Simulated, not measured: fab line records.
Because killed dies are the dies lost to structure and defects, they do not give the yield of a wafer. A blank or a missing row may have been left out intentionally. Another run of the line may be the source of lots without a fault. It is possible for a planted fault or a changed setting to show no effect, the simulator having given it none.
Chamber matching    flow nand_harc    4 sister chambers for NHARC_A_CONTACT_CMP_20 on cmp-03
The step polishes, t overpolish 30 s, target thk 300 nm. 4 wafers are shown with their chamber, then 11 later ones without.

## EACH WAFER AND ITS CHAMBER
wafer   chamber  motor_current_A (A)
L081.2  0        11.2
L085.1  2        12.1
L088.3  1        10.5
L091.3  3        10.9

## WAFERS MISSING THEIR CHAMBER
wafer   motor_current_A (A)
L091.5  10.1
L091.6  11.8
L090.3  10.0
L090.4  11.8
L090.5  12.8
L092.1  13.1
L092.3  10.9
L092.6  12.7
L096.1  10.1
L096.2  11.8
L096.3  11.4

## CHAMBER TAKEN BY EACH
wafer   from the rows above                in truth
L091.5  can't be placed: 1 or 3 or 0       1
L091.6  can't be placed: 2 or 0 or 3       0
L090.3  can't be placed: 1 or 3 or 0       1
L090.4  can't be placed: 2 or 0 or 3       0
L090.5  can't be placed: 2 or 0            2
L092.1  can't be placed: 2 or 0            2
L092.3  can't be placed: 3 or 0 or 1       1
L092.6  can't be placed: 2 or 0            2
L096.1  can't be placed: 1 or 3 or 0       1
L096.2  can't be placed: 2 or 0 or 3       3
L096.3  can't be placed: 0 or 3 or 2 or 1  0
Placed correctly: 0 of 11. These rows do not allow placing 11 (true chamber among the candidates in 11). 0 placed wrongly.
How it was worked out, from the rows above alone: a wafer's distance from a chamber is the root of the sum, over the readings, of the square of ((its reading less the chamber's mean) divided by the reading's scatter). The wafer belongs to the nearest chamber; if the next one is less than 2 further off, it can't be placed. For every chamber, the mean is computed from those of its wafers that are shown. The scatter: with one shown wafer a chamber, the root of the mean of the squares of how far each hidden wafer lies from its nearest shown one.
